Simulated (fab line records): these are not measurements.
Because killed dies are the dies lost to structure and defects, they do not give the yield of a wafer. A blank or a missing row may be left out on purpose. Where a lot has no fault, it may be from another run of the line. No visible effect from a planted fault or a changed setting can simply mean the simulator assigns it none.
Which tool did it? :: flow n5_finfet :: Sampling: 11 lots, 33 wafers, 2 of 1938 route steps

## WHAT EACH GAUGE READ, for each wafer
N5_PASSIVATION_OVL_MEAS_60. Usual: TV_OVL typically reads 1 nm, with standard deviation 6.7.
lot: L882
measured: day 13 19:36
on: overlay-02
TV_OVL (nm): 7 6 4
flag: 

lot: L881
measured: day 14 18:20
on: overlay-01
TV_OVL (nm): 6 8 6
flag: 

lot: L883
measured: day 15 01:16
on: overlay-02
TV_OVL (nm): -6 -3 6
flag: 

lot: L884
measured: day 15 10:11
on: overlay-01
TV_OVL (nm): -7 0 -6
flag: 

lot: L890
measured: day 16 07:08
on: overlay-02
TV_OVL (nm): -8 5 -4
flag: 

lot: L888
measured: day 16 23:16
on: overlay-01
TV_OVL (nm): 0 2 2
flag: 

lot: L892
measured: day 17 19:46
on: overlay-01
TV_OVL (nm): 7 5 4
flag: 

lot: L887
measured: day 17 19:12
on: overlay-02
TV_OVL (nm): 5 -3 -1
flag: 

lot: L894
measured: day 17 23:31
on: overlay-01
TV_OVL (nm): -5 -5 -8
flag: 

lot: L897
measured: day 18 14:29
on: overlay-01
TV_OVL (nm): 4 4 -1
flag: 

lot: L901
measured: day 19 13:43
on: overlay-01
TV_OVL (nm): 5 -13 1
flag: 

## EACH LOT AND THE TOOL THAT RAN IT (in order: tool; ch and the chambers of the sampled wafers; start)
lot: L882
N5_BEOL_M4_CVD_47: cvd_co-02 ch 0,2, day 9 12:57

lot: L881
N5_BEOL_M4_CVD_47: cvd_co-01 ch 0,1, day 10 14:25

lot: L883
N5_BEOL_M4_CVD_47: cvd_co-02 ch 0,2, day 10 17:32

lot: L884
N5_BEOL_M4_CVD_47: cvd_co-02 ch 1,2, day 11 00:44

lot: L890
N5_BEOL_M4_CVD_47: cvd_co-01 ch 0,2, day 11 15:09

lot: L888
N5_BEOL_M4_CVD_47: cvd_co-02 ch 0,1,2, day 12 08:38

lot: L892
N5_BEOL_M4_CVD_47: cvd_co-01 ch 0,1,2, day 12 20:02

lot: L887
N5_BEOL_M4_CVD_47: cvd_co-02 ch 0,2, day 13 00:07

lot: L894
N5_BEOL_M4_CVD_47: cvd_co-02 ch 1,2, day 13 15:38

lot: L897
N5_BEOL_M4_CVD_47: cvd_co-02 ch 1,2, day 14 05:43

lot: L901
N5_BEOL_M4_CVD_47: cvd_co-01 ch 0,2, day 15 08:23
- N5_BEOL_M4_CVD_47: deposits Co from CCTBA/H2, target thk 3 nm, time 223.8 s.

## WHAT THE TOOLS THEMSELVES READ (means of the sampled wafers that have a number; where no wafer has one, the mark that the record gives instead)
The record holds no such reading with a usual standard deviation.

## THE ANSWER, worked out from the rows above alone
Rule: a lot counts as off when the mean over its wafers that have a number is more than 3 standard deviations away from the usual mean. A lot without any number at a reading at which 4 lots or more have one is off too. Any other lot the step has rows for is counted as sound. After the gauges, taken in route order, come the tools' own readings; for these a lot's mean is taken, as printed above. The first step at which some lot is off is used, and at that step the reading that is off furthest; a lot without a number counts as furthest.
Across all readings shown, no lot is off: no conclusion can be drawn from this.

## WHAT THE SIMULATOR PUT IN
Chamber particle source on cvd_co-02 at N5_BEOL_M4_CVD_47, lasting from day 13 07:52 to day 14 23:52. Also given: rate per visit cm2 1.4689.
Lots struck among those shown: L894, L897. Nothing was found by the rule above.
